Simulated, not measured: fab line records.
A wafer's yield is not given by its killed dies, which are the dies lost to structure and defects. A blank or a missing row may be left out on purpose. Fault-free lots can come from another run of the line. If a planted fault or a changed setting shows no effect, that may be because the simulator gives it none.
Which tool is to blame? -- flow nand_harc -- 36 wafers from 12 lots sampled at 4 of the route's 1159 steps

== WHAT THE GAUGES READ, wafer by wafer ==
NHARC_END_SORT_01. Usual: defect_limited_yield 95.1 %, standard deviation 1.6; killed_at_array 29, standard deviation 10; killed_at_other 0.7, standard deviation 1.1; killed_at_periphery 3.3, standard deviation 2.4; killed_dies 33, standard deviation 11; killed_open 3.3, standard deviation 2; killed_short 1.9, standard deviation 1.3; sort_bin_2_pct 1.5 %, standard deviation 0.67; sort_bin_3_pct 0.27 %, standard deviation 0.24; sort_bin_4_pct 3.1 %, standard deviation 1.1; sort_n_pass 644, standard deviation 11; sort_rim_yield_pct 97.1 %, standard deviation 2.1; sort_yield_pct 95.1 %, standard deviation 1.6.
lot,measured,on,defect_limited_yield (%),killed_at_array,killed_at_other,killed_at_periphery,killed_dies,killed_open,killed_short,sort_bin_2_pct (%),sort_bin_3_pct (%),sort_bin_4_pct (%),sort_n_pass,sort_rim_yield_pct (%),sort_yield_pct (%),flag
L491,day 22 01:58,prober-02,0 0 0,672 675 673,1 0 1,4 2 3,677 677 677,4 5 2,2 2 1,96.8 96.8 96.9,0.44 0.15 0.30,2.8 3.1 2.8,0 0 0,0 0 0,0 0 0,OFF
L495,day 23 12:43,prober-01,0 0 0,666 666 671,3 5 1,8 6 5,677 677 677,4 3 3,2 2 2,95.6 94.8 95.7,1.18 0.44 0.15,3.2 4.7 4.1,0 0 0,0 0 0,0 0 0,OFF

== WHICH TOOL RAN EACH LOT (tool, then ch and the chambers of the sampled wafers, then the start) ==
lot,NHARC_A_M1_ETCH_35,NHARC_A_M1_ETCH_28,NHARC_A_M1_PVD_20
L486,"rie_diel-12 ch 2,3, day 18 00:26","rie_diel-09 ch 1,3, day 18 00:58","pvd_sputter-02, no start"
L488,"rie_diel-12 ch 0,3, day 18 03:55","rie_diel-08 ch 1,2, day 18 04:28","pvd_sputter-03, no start"
L493,"rie_diel-12 ch 0,1, day 20 10:41","rie_diel-09 ch 2,3, day 20 11:14","pvd_sputter-01, no start"
L491,"rie_diel-12 ch 0,2,3, day 20 11:31","rie_diel-08 ch 1,3, day 20 12:02","pvd_sputter-02, day 22 01:58 or earlier"
L495,"rie_diel-09 ch 0,2,3, day 22 00:04","rie_diel-08 ch 0,1,3, day 22 00:37","pvd_sputter-01, day 23 12:43 or earlier"
L500,"rie_diel-08 ch 0,3, day 22 17:23","rie_diel-09 ch 0,2,3, day 22 18:00","pvd_sputter-03, no start"
L499,"rie_diel-09 ch 0,2, day 22 18:16","rie_diel-12 ch 0,1, day 22 18:49","pvd_sputter-02, no start"
L501,"rie_diel-08 ch 0,1,2, day 23 02:05","rie_diel-08 ch 0,1,3, day 23 02:36","pvd_sputter-01, no start"
L503,"rie_diel-12 ch 0,3, day 23 02:13","rie_diel-09 ch 0,2, day 23 02:48","pvd_sputter-01, no start"
L502,"rie_diel-08 ch 1,2,3, day 23 05:14","rie_diel-12 ch 0,1,3, day 23 05:46","pvd_sputter-03, no start"
L505,"rie_diel-08 ch 0,1,3, day 23 12:30","rie_diel-09 ch 0,2,3, day 23 13:02","pvd_sputter-03, no start"
L504,"rie_diel-08 ch 2,3, day 23 13:07","rie_diel-12 ch 0,1,2, day 23 13:40","pvd_sputter-01, no start"
- NHARC_A_M1_ETCH_35: etches the open film in N2/H2, target depth 40 nm, overetch 12 nm, time 43.94 s.
- NHARC_A_M1_ETCH_28: etches the open film in CF4/N2, target depth 30 nm, time 72.99 s.
- NHARC_A_M1_PVD_20: deposits TaN, target thk 5 nm, time 8.06 s.

== WHAT THE TOOLS THEMSELVES READ (means of the sampled wafers that have a number; where no wafer has one, the mark that the record gives instead) ==
NHARC_A_M1_ETCH_35. Usual: bias_w 150.1 W, standard deviation 0.48; chamber_pressure_mTorr 29.999 mTorr, standard deviation 0.027; drypump_motor_current_A 5.5 A, standard deviation 0.48; h2_flow_sccm 149.9 sccm, standard deviation 0.52; oes_product_au 1.000 a.u., standard deviation 0.013; rf_fwd_power_W 395.4 W, standard deviation 2.2; rf_vpp_V 431.5 V, standard deviation 2.3; showerhead_plenum_p_Torr 2.08 Torr, standard deviation 0.081; throttle_valve_pct 14.171 %, standard deviation 0.0095.
lot,tool,bias_w (W),chamber_pressure_mTorr (mTorr),drypump_motor_current_A (A),h2_flow_sccm (sccm),oes_product_au (a.u.),rf_fwd_power_W (W),rf_vpp_V (V),showerhead_plenum_p_Torr (Torr),throttle_valve_pct (%),flag
L486,rie_diel-12,150.2,30.008,5.2,149.5,1.009,396.3,432.1,2.08,14.165,
L488,rie_diel-12,149.8,30.010,5.5,150.0,1.003,394.2,433.4,2.14,14.171,
L493,rie_diel-12,149.9,29.991,5.1,149.7,1.008,394.1,432.2,2.12,14.178,
L491,rie_diel-12,150.1,30.003,5.3,149.8,1.010,395.7,432.7,2.11,14.182,
L495,rie_diel-09,150.3,29.997,5.5,150.0,0.989,394.8,431.4,2.09,14.168,
L500,rie_diel-08,150.1,29.987,5.8,149.7,0.990,394.6,431.2,2.05,14.175,
L499,rie_diel-09,150.2,30.008,5.2,150.0,0.995,393.2,433.1,2.13,14.174,
L501,rie_diel-08,150.4,29.985,5.8,149.8,0.996,395.1,428.7,1.97,14.177,
L503,rie_diel-12,150.0,29.994,5.8,150.1,1.000,395.9,434.7,2.18,14.165,
L502,rie_diel-08,150.1,29.987,5.7,150.2,0.995,396.6,428.8,1.97,14.175,
L505,rie_diel-08,149.8,30.005,5.8,150.2,0.997,396.1,429.5,2.01,14.179,
L504,rie_diel-08,150.1,29.974,5.7,149.5,0.986,394.5,428.8,1.98,14.168,

NHARC_A_M1_ETCH_28. Usual: bias_w 100.0 W, standard deviation 0.34; cf4_flow_sccm 49.98 sccm, standard deviation 0.15; drypump_motor_current_A 5.5 A, standard deviation 0.48; oes_product_au 1.000 a.u., standard deviation 0.012; rf_fwd_power_W 297.6 W, standard deviation 1.4; rf_vpp_V 314.7 V, standard deviation 1.8; showerhead_plenum_p_Torr 2.66 Torr, standard deviation 0.096; throttle_valve_pct 19.794 %, standard deviation 0.0091.
lot,tool,bias_w (W),cf4_flow_sccm (sccm),drypump_motor_current_A (A),oes_product_au (a.u.),rf_fwd_power_W (W),rf_vpp_V (V),showerhead_plenum_p_Torr (Torr),throttle_valve_pct (%),flag
L486,rie_diel-09,100.2,49.97,6.1,0.993,297.0,314.0,2.61,19.788,
L488,rie_diel-08,99.7,50.00,5.8,1.016,297.4,311.7,2.49,19.791,
L493,rie_diel-09,-,-,-,-,-,-,-,-,OFF
L491,rie_diel-08,-,-,-,-,-,-,-,-,OFF
L495,rie_diel-08,-,-,-,-,-,-,-,-,OFF
L500,rie_diel-09,100.1,50.01,5.5,0.995,297.1,315.5,2.68,19.797,
L499,rie_diel-12,100.5,49.93,5.1,1.005,296.9,316.8,2.72,19.788,
L501,rie_diel-08,100.3,49.89,5.8,0.997,297.8,313.3,2.58,19.796,
L503,rie_diel-09,100.2,49.97,5.2,1.005,296.4,315.5,2.69,19.792,
L502,rie_diel-12,100.0,49.89,5.5,1.006,298.3,316.2,2.76,19.791,
L505,rie_diel-09,100.4,50.08,5.5,1.003,296.9,314.9,2.68,19.795,
L504,rie_diel-12,99.6,49.92,5.0,1.009,298.5,315.2,2.69,19.795,

NHARC_A_M1_PVD_20. Usual: substrate_temp_c 50.01 C, standard deviation 0.11; throttle_valve_pct 29.6 %, standard deviation 0.82.
lot,tool,substrate_temp_c (C),throttle_valve_pct (%),flag
L486,pvd_sputter-02,49.95,29.1,
L488,pvd_sputter-03,49.96,29.6,
L493,pvd_sputter-01,50.01,28.8,
L491,pvd_sputter-02,50.01,29.7,
L495,pvd_sputter-01,50.01,29.1,
L500,pvd_sputter-03,50.08,30.1,
L499,pvd_sputter-02,49.97,29.5,
L501,pvd_sputter-01,49.99,29.5,
L503,pvd_sputter-01,50.00,29.7,
L502,pvd_sputter-03,49.89,30.0,
L505,pvd_sputter-03,50.15,29.9,
L504,pvd_sputter-01,50.18,28.6,

== THE ANSWER, worked out from the rows above alone ==
Rule: a lot counts as off when the mean over its wafers that have a number is more than 3 standard deviations away from the usual mean. A lot without any number at a reading at which 4 lots or more have one is off too. Where the step has rows for the other lots, those lots are counted as sound. After the gauges, taken in route order, come the tools' own readings; for these a lot's mean is taken, as printed above. At the first step where some lot is off, the reading lying furthest off is the one used; lots without a number count as furthest.
Off: L491, L495 (NHARC_END_SORT_01, sort_bin_2_pct). Neither off nor sound, because the step has no rows for them: L486, L488, L493, L500, L499, L501, L503, L502, L505, L504.
If a tool, at a process step before that reading, ran all the lots that are off and no sound lot after the first of them, it fits. The gauges at NHARC_END_SORT_01 aren't tried: what is off there is off at NHARC_A_M1_ETCH_28 too, on other tools, and a gauge's error can't cause that. Because NHARC_A_M1_PVD_20 lacks a start for some lots, the hours and order of its lots are taken from NHARC_END_SORT_01. One fits: rie_diel-08 at NHARC_A_M1_ETCH_28. It ran no sound lot before its first lot that is off in this sample, so the start can't be narrowed down.

== WHAT HAD BEEN PUT IN BY THE SIMULATOR ==
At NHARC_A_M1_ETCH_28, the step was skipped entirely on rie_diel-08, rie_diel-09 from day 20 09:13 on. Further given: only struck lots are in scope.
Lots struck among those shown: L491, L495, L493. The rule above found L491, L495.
